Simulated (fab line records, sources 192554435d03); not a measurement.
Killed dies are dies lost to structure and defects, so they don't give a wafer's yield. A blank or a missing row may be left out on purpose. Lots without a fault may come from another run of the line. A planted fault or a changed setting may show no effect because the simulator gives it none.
fab line records | flow n5_finfet
record lots=11 wafers=33 last_day=19
route steps=1938 shown BEOL_M1@813 PAD_METAL@1894 PASSIVATION@1910
lots that met no fault: from a run of the same line without faults
start_h: hours from the record's first day to the start of the lot's first wafer shown | wait_h: hours since the lot's step before | " the same as in the row above | L1.1+2: a row that stands for several wafers | - no value, or no start given | * or withheld: withheld | < > ~ a bound
route shown NAME@n: a module of which the file shows steps, and the number in the route of the first | usual: mean/standard deviation of fault-free wafers | same: alike in all rows | chamber/n: place in a boat | sites: the reading at each site | _std_site: their standard deviation | _edge_site: outer sites' mean less inner sites' | radius_mm: how far each site lies from the wafer's centre | mask NAME#n: copy n | behind: the tool/chamber that last shaped the wafer | hold: why the lot was held/for how many hours/how that ended | device: the transistor (n, p or np) that didn't switch | end of line: the same wafers' tests at the end of the route | a step without rows: its recipe alone | killed: dies lost to structure and defects at the first sort, not the wafer's yield | map: a wafer's dies, x killed, . not, _ none there
set.NAME: the setting as run; set.NAME@STEP: as run at that earlier step | model.NAME: the simulator's own value behind a step, which no gauge read
steps of the route over a sample of lots; a table a step, a row a wafer
services: from which hour (start_h, from the record's first day; less than 0 if before it) a tool's chamber was out of use, for how many hours, and why
## steps
# step N5_BEOL_M1_CVD_47
# recipe material=Co target_thk_a=30 temp_c=withheld precursor=CCTBA/H2 pressure_torr=30 time_s=223.8
# columns lot.wafer tool chamber start_h wait_h
L354.1+4+6 cvd_co-01 1,0,2 120.78 0.1
L355.2+3+5 cvd_co-02 2,0,2 136.08 0.0
L359.4+5+6 cvd_co-01 1,2,0 159.63 0.1
L358.1+5+6 cvd_co-02 0,2,0 159.80 0.1
L365.2+5+6 cvd_co-02 2 191.84 0.1
L364.4+5+6 cvd_co-01 1,0,2 192.18 0.3
L366.2+5+6 cvd_co-02 2,2,0 201.72 0.1
L367.4+5+6 cvd_co-02 0,2,0 203.41 0.1
L368.1+2+4 cvd_co-02 2,0,1 211.32 0.3
L370.1+4+6 cvd_co-02 2,1,0 230.40 0.1
L377.3+4+5 cvd_co-01 1,2,0 267.58 0.0
# step N5_PASSIVATION_PRE_CLEAN_19
# recipe gas=H2/He time_s=* temp_c=*
# usual heater_power_w=455/49
# columns lot.wafer tool chamber start_h wait_h heater_power_w
L354.1 pvd_sputter-02 - 276.76 0.0 407
L354.4 " - " " 482
L354.6 " - " " 493
L355.2 pvd_sputter-03 - 291.11 0.0 486
L355.3 " - " " 474
L355.5 " - " " 463
L359.4 pvd_sputter-02 - 330.54 0.0 401
L359.5 " - " " 502
L359.6 " - " " 455
L358.1 pvd_sputter-03 - 332.94 0.0 499
L358.5 " - " " 386
L358.6 " - " " 472
L364.4 pvd_sputter-03 - 357.69 0.0 412
L364.5 " - " " 477
L364.6 " - " " 383
L365.2 pvd_sputter-03 - 370.08 0.0 496
L365.5 " - " " 490
L365.6 " - " " 419
L367.4 pvd_sputter-03 - 370.42 0.0 381
L367.5 " - " " 380
L367.6 " - " " 486
L366.2 pvd_sputter-03 - 385.87 0.0 499
L366.5 " - " " 375
L366.6 " - " " 485
L368.1 pvd_sputter-01 - 386.13 0.0 452
L368.2 " - " " 549
L368.4 " - " " 486
L370.1 pvd_sputter-01 - 426.71 0.0 559
L370.4 " - " " 492
L370.6 " - " " 452
L377.3 pvd_sputter-02 - 447.15 0.0 394
L377.4 " - " " 486
L377.5 " - " " 486
# step N5_PASSIVATION_ETCH_59
# recipe chemistry=Cl2/BCl3 target=TaN target_depth_a=650 time_s=34.9 ion_energy_ev=100 pressure_mtorr=10 icp_w=900 bias_w=100 Cl2_flow_sccm=60 bcl3_flow_sccm=30
# usual bcl3_flow_sccm=30.00/0.08 drypump_motor_current_A=5.9/0.36 oes_product_au=0.78/0.062 throttle_valve_pct=21.12/0.21
# columns lot.wafer tool chamber start_h wait_h bcl3_flow_sccm drypump_motor_current_A oes_product_au rf_hours_counter_h throttle_valve_pct
L354.1 rie_metal-02 0 277.95 0.3 29.84 5.9 0.78 39 20.88
L354.4 " 0 " " 30.05 6.0 0.78 - 20.88
L354.6 " 0 " " 30.00 6.0 0.79 - 20.86
L355.2 rie_metal-01 0 292.54 0.3 30.10 5.5 0.78 49 21.45
L355.3 " 0 " " 30.03 5.5 0.77 - 21.44
L355.5 " 1 " " 29.81 6.6 0.79 - 21.15
L359.4 rie_metal-02 1 331.86 0.2 30.02 5.6 0.68 - 21.11
L359.5 " 0 " " 30.15 6.0 0.77 - 20.88
L359.6 " 1 " " 29.95 5.6 0.68 - 21.13
L358.1 rie_metal-03 1 334.28 0.3 29.97 5.8 0.84 23 20.84
L358.5 " 1 " " 29.91 5.8 0.83 - 20.84
L358.6 " 0 " " 29.95 6.0 0.91 - 21.22
L364.4 rie_metal-03 1 359.08 0.2 30.16 5.9 0.83 - 20.87
L364.5 " 0 " " 29.88 6.0 0.90 - 21.23
L364.6 " 1 " " 29.92 5.9 0.83 - 20.87
L365.2 rie_metal-01 1 371.29 0.3 30.03 6.6 0.76 36 21.16
L365.5 " 1 " " 29.90 6.7 0.77 - 21.16
L365.6 " 0 " " 29.91 5.5 0.75 - 21.47
L367.4 rie_metal-03 1 371.68 0.2 30.03 5.9 0.82 - 20.87
L367.5 " 1 " " 29.99 5.8 0.83 - 20.86
L367.6 " 0 " " 29.90 6.0 0.90 - 21.23
L366.2 rie_metal-01 1 387.18 0.3 29.98 6.6 0.76 38 21.19
L366.5 " 1 " " 29.93 6.6 0.76 - 21.16
L366.6 " 0 " " 29.97 5.5 0.74 - 21.48
L368.1 rie_metal-03 1 387.44 0.3 30.09 5.8 0.82 27 20.88
L368.2 " 0 " " 29.98 6.0 0.88 13 21.25
L368.4 " 0 " " 29.98 5.9 0.88 - 21.25
L370.1 rie_metal-01 1 428.04 0.3 30.01 6.6 0.76 41 21.17
L370.4 " 1 " " 30.14 6.6 0.76 - 21.20
L370.6 " 0 " " 30.13 5.5 0.74 - 21.45
L377.3 rie_metal-03 0 448.56 0.2 29.87 6.0 0.86 - 21.25
L377.4 " 1 " " 30.01 5.8 0.80 - 20.88
L377.5 " 0 " " 29.84 6.0 0.85 - 21.25
# step N5_PASSIVATION_STRIP_48
# recipe chemistry=O2 power_w=600 temp_c=60 pressure_mtorr=30 rf_frequency_hz=6e+07 bias_power_w=0 overash_fraction=0.5 o2_flow_sccm=225
# usual drypump_motor_current_A=5.8/0.41 oes_product_au=0.80/0.072 rf_vpp_V=3.8/2.4 showerhead_plenum_p_Torr=2.07/0.092 throttle_valve_pct=16.77/0.17
# columns lot.wafer tool chamber start_h wait_h drypump_motor_current_A oes_product_au rf_hours_counter_h rf_vpp_V showerhead_plenum_p_Torr throttle_valve_pct
L354.1 rie_diel-03 1 279.75 0.1 5.8 0.89 31 3.6 2.14 16.39
L354.4 " 3 " " 5.5 0.90 19 3.5 2.16 16.57
L354.6 " 1 " " 5.8 0.90 - 10.5 2.14 16.40
L355.2 rie_diel-05 3 294.34 0.1 4.9 0.88 87 4.6 2.21 16.60
L355.3 " 1 " " 5.5 0.81 90 2.4 2.13 16.90
L355.5 " 0 " " 5.4 0.92 - 3.9 2.08 16.67
L359.4 rie_diel-04 1 333.81 0.1 6.1 0.81 60 6.0 2.05 16.58
L359.5 " 3 " " 6.4 0.90 - 0.0 2.06 16.77
L359.6 " 0 " " 6.1 0.80 - 4.3 2.19 16.87
L358.1 rie_diel-04 1 336.28 0.1 6.0 0.85 61 5.1 2.05 16.58
L358.5 " 1 " " 6.0 0.81 - 6.9 2.05 16.56
L358.6 " 2 " " 5.9 0.81 - 2.7 2.02 16.68
L364.4 rie_diel-03 0 361.21 0.1 5.7 0.70 231 3.9 1.89 16.90
L364.5 " 3 " " 5.6 0.86 - 2.4 2.15 16.54
L364.6 " 2 " " 5.6 0.65 - 5.0 2.08 16.83
L365.2 rie_diel-04 0 373.10 0.1 6.1 0.77 102 2.9 2.19 16.91
L365.5 " 2 " " 6.0 0.77 - 2.5 2.01 16.68
L365.6 " 3 " " 6.4 0.87 - 3.9 2.05 16.78
L367.4 rie_diel-03 3 373.63 0.1 5.6 0.85 53 0.8 2.15 16.54
L367.5 " 3 " " 5.5 0.84 - 2.3 2.15 16.56
L367.6 " 0 " " 5.7 0.70 - 0.5 1.89 16.96
L366.2 rie_diel-05 0 389.14 0.1 5.4 0.89 45 2.5 2.07 16.61
L366.5 " 0 " " 5.4 0.86 - 4.0 2.07 16.70
L366.6 " 3 " " 4.9 0.81 - 4.9 2.20 16.74
L368.1 rie_diel-05 3 389.73 0.1 4.9 0.79 118 4.4 2.20 16.68
L368.2 " 0 " " 5.4 0.90 46 8.1 2.07 16.74
L368.4 " 1 " " 5.5 0.79 120 2.0 2.12 17.02
L370.1 rie_diel-05 1 430.20 0.1 5.4 0.78 128 0.4 2.12 17.02
L370.4 " 2 " " 5.8 0.67 241 0.5 1.89 17.01
L370.6 " 0 " " 5.4 0.84 - 6.4 2.07 16.67
L377.3 rie_diel-05 1 450.33 0.1 5.5 0.73 134 2.1 2.12 17.04
L377.4 " 0 " " 5.4 0.82 66 3.6 2.06 16.84
L377.5 " 0 " " 5.4 0.85 - 3.0 2.06 16.78
# step N5_PASSIVATION_PROBE_49
# usual defect_limited_yield=91.0/1.4 killed_at_M0_to_M3=36/10 killed_at_M4_up=15/5 killed_at_contacts=12/6.1 killed_at_front_end=40/13 killed_at_other=3.8/2.9 killed_dies=106/16 killed_open=68/12 killed_short=35/8.2 sort_bin_5_function=5.2/0.9 sort_bin_6_memory=3.4/0.71 sort_bin_8_speed=0.0/0.46 sort_n_pass=1073/17 sort_yield_pct=91.0/1.5
# same gross_dies=1180 killed_at_back_side=0 sort_bin_4_leakage[%]=0
# columns lot.wafer tool chamber start_h wait_h defect_limited_yield[%] killed_at_M0_to_M3 killed_at_M4_up killed_at_contacts killed_at_front_end killed_at_other killed_dies killed_open killed_short sort_bin_5_function[%] sort_bin_6_memory[%] sort_bin_8_speed[%] sort_n_pass sort_yield_pct[%]
L364.4 prober-02 - 364.57 0.2 93.1 34 7 14 25 1 81 53 27 4.7 1.9 0 1099 93.1
L364.5 prober-02 - 364.62 0.2 92.3 30 22 13 22 4 91 62 27 4.7 2.7 0 1089 92.3
L364.6 prober-02 - 364.67 0.3 90.9 44 15 18 28 2 107 69 38 4.7 3.7 0 1073 90.9
L366.2 prober-02 - 391.68 0.1 90.6 50 24 7 27 3 111 74 34 5.4 3.8 0 1069 90.6
L366.5 prober-02 - 391.83 0.2 90.6 67 13 2 27 2 111 69 39 5.5 3.7 0 1069 90.6
L366.6 prober-02 - 391.88 0.3 90.8 38 17 13 36 5 109 75 27 4.5 4.2 0 1071 90.8
L368.1 prober-01 - 392.30 0.0 88.1 57 10 10 58 6 141 96 43 6.6 4.8 0 1039 88.1
L368.2 prober-01 - 392.35 0.1 82.0 151 12 6 39 4 212 67 28 12.9 3.1 0 968 82.0
L368.4 prober-01 - 392.45 0.2 90.9 41 16 10 31 9 107 73 31 5.5 3.2 0 1073 90.9
L370.1 prober-01 - 433.00 0.3 88.8 56 19 10 47 0 132 83 46 6.2 4.7 0 1048 88.8
L370.4 prober-01 - 433.15 0.4 90.8 52 14 11 24 7 108 71 31 5.8 3.1 0 1072 90.8
L370.6 prober-01 - 433.25 0.5 82.5 140 19 10 36 2 207 56 33 11.4 4.2 0 973 82.5
# killed by level:class
L364.4 MOL_CONTACT_COAG:geometric_particle:open=10 BEOL_M2:geometric_particle:open=9 BEOL_M0_SAQP:geometric_particle:open=7 FIN_SAQP:geometric_particle:short=6 BEOL_M0_SAQP:geometric_particle:short=6 BEOL_M1:geometric_particle:open=5 FIN_SAQP:geometric_particle:open=4 MOL_CONTACT_COAG:geometric_particle:short=4
L364.5 MOL_CONTACT_COAG:geometric_particle:open=9 STI_FIN_REVEAL:geometric_particle:open=7 BEOL_M0_SAQP:geometric_particle:short=7 BEOL_M1:geometric_particle:open=7 BEOL_M4:geometric_particle:open=7 BEOL_M0_SAQP:geometric_particle:open=5 BEOL_M2:geometric_particle:open=5 MOL_CONTACT_COAG:geometric_particle:short=4
L364.6 MOL_CONTACT_COAG:geometric_particle:open=15 BEOL_M1:geometric_particle:open=9 BEOL_M2:geometric_particle:open=9 BEOL_M4:geometric_particle:open=9 STI_FIN_REVEAL:geometric_particle:open=8 FIN_SAQP:geometric_particle:short=7 BEOL_M3:geometric_particle:short=6 BEOL_M0_SAQP:geometric_particle:open=5
L366.2 BEOL_M1:geometric_particle:open=13 BEOL_M0_SAQP:geometric_particle:open=10 BEOL_M0_SAQP:geometric_particle:short=9 BEOL_M4:geometric_particle:open=6 MOL_CONTACT_COAG:geometric_particle:open=6 BEOL_M2:geometric_particle:open=6 FIN_SAQP:geometric_particle:open=4 STI_FIN_REVEAL:geometric_particle:open=4
L366.5 BEOL_M0_SAQP:geometric_particle:open=15 BEOL_M0_SAQP:geometric_particle:short=14 BEOL_M1:geometric_particle:open=14 STI_FIN_REVEAL:geometric_particle:open=12 BEOL_M1:geometric_particle:short=7 BEOL_M3:geometric_particle:open=5 GATE_CUT:geometric_particle:open=4 BEOL_M2:geometric_particle:open=4
L366.6 STI_FIN_REVEAL:geometric_particle:open=14 BEOL_M0_SAQP:geometric_particle:open=12 MOL_CONTACT_COAG:geometric_particle:open=10 BEOL_M2:geometric_particle:open=8 BEOL_M0_SAQP:geometric_particle:short=6 BEOL_M4:geometric_particle:open=6 HKMG_FIN:area_etch=6 BEOL_M3:geometric_particle:open=5
L368.1 BEOL_M2:geometric_particle:open=21 STI_FIN_REVEAL:geometric_particle:open=15 FIN_SAQP:geometric_particle:open=11 FIN_SAQP:geometric_particle:short=10 BEOL_M0_SAQP:geometric_particle:open=9 BEOL_M1:geometric_particle:open=9 MOL_CONTACT_COAG:geometric_particle:open=8 GATE_CUT:geometric_particle:short=7
L368.2 BEOL_M1:unspecified=114 BEOL_M2:geometric_particle:open=16 STI_FIN_REVEAL:geometric_particle:open=9 BEOL_M0_SAQP:geometric_particle:open=8 BEOL_M4:geometric_particle:open=7 GATE_CUT:geometric_particle:short=6 MOL_CONTACT_COAG:geometric_particle:open=6 STI_FIN_REVEAL:geometric_particle:short=5
L368.4 MOL_CONTACT_COAG:geometric_particle:open=10 STI_FIN_REVEAL:geometric_particle:open=9 BEOL_M4:geometric_particle:open=9 BEOL_M0_SAQP:geometric_particle:short=8 BEOL_M1:geometric_particle:open=8 BEOL_M3:geometric_particle:open=8 BEOL_M0_SAQP:geometric_particle:open=7 BEOL_M2:geometric_particle:open=6
L370.1 BEOL_M3:geometric_particle:open=17 FIN_SAQP:geometric_particle:short=11 BEOL_M0_SAQP:geometric_particle:short=11 FIN_SAQP:geometric_particle:open=10 MOL_CONTACT_COAG:geometric_particle:open=10 DUMMY_GATE:geometric_particle:open=8 BEOL_M2:geometric_particle:open=8 GATE_CUT:geometric_particle:short=7
L370.4 BEOL_M2:geometric_particle:open=16 BEOL_M0_SAQP:geometric_particle:open=12 MOL_CONTACT_COAG:geometric_particle:open=10 BEOL_M0_SAQP:geometric_particle:short=9 FIN_SAQP:geometric_particle:short=5 BEOL_M3:geometric_particle:open=5 BEOL_M1:geometric_particle:open=3 BEOL_M4:geometric_particle:short=3
L370.6 BEOL_M1:unspecified=115 GATE_CUT:geometric_particle:short=10 BEOL_M4:geometric_particle:open=10 MOL_CONTACT_COAG:geometric_particle:open=8 BEOL_M1:geometric_particle:open=7 FIN_SAQP:geometric_particle:short=6 BEOL_M3:geometric_particle:open=6 FIN_SAQP:geometric_particle:open=5
## services
# columns tool chamber start_h hours kind
rie_diel-04 2 111.08 2.3 repair
rie_diel-04 0 114.22 9.2 repair
cvd_co-02 - 120.83 1.2 repair
rie_diel-05 1 122.72 2.8 repair
rie_diel-04 0 124.38 7.7 repair
cvd_co-02 1 129.48 16.5 repair
pvd_sputter-03 - 148.55 9.3 repair
rie_metal-01 - 156.65 15.6 pm
cvd_co-02 0 182.36 12.1 repair
cvd_co-02 1 191.54 13.6 repair
cvd_co-01 - 221.68 4.6 repair
cvd_co-02 0 264.52 17.4 repair
rie_diel-05 0 275.61 2.2 repair
pvd_sputter-03 - 308.35 10.1 repair
cvd_co-01 2 347.07 2.4 repair
cvd_co-01 - 351.87 1.1 repair
rie_diel-05 - 363.83 2.8 pm
rie_diel-05 2 368.47 3.1 repair
rie_diel-05 1 406.84 10.0 repair
rie_diel-05 3 407.26 5.7 repair
cvd_co-02 - 416.52 6.0 pm
cvd_co-02 - 441.09 6.9 pm
rie_diel-05 1 443.32 1.8 repair
rie_metal-01 0 444.82 4.2 repair
## key
first_sign step=N5_PASSIVATION_PROBE_49 reading=killed_at_M0_to_M3 direction=up sigmas=11 usual=36 struck=146
effect step=N5_PASSIVATION_PROBE_49 reading=defect_limited_yield direction=down sigmas=6.3 usual=91.0 struck=82.2
more_kills_born_at N5_BEOL_M1_CVD_47@cvd_co-02=229
met_at N5_BEOL_M1_CVD_47
struck_lots L368,L370
struck_wafers L368.2,L370.6
not_acting_at N5_PASSIVATION_PRE_CLEAN_19,N5_PASSIVATION_ETCH_59,N5_PASSIVATION_STRIP_48
onset_between 203.41 211.32
fault kind=chamber_particle_source tool=cvd_co-02 chamber=0 onset_h=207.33 steps=N5_BEOL_M1_CVD_47 rate_per_visit_cm2=0.71266
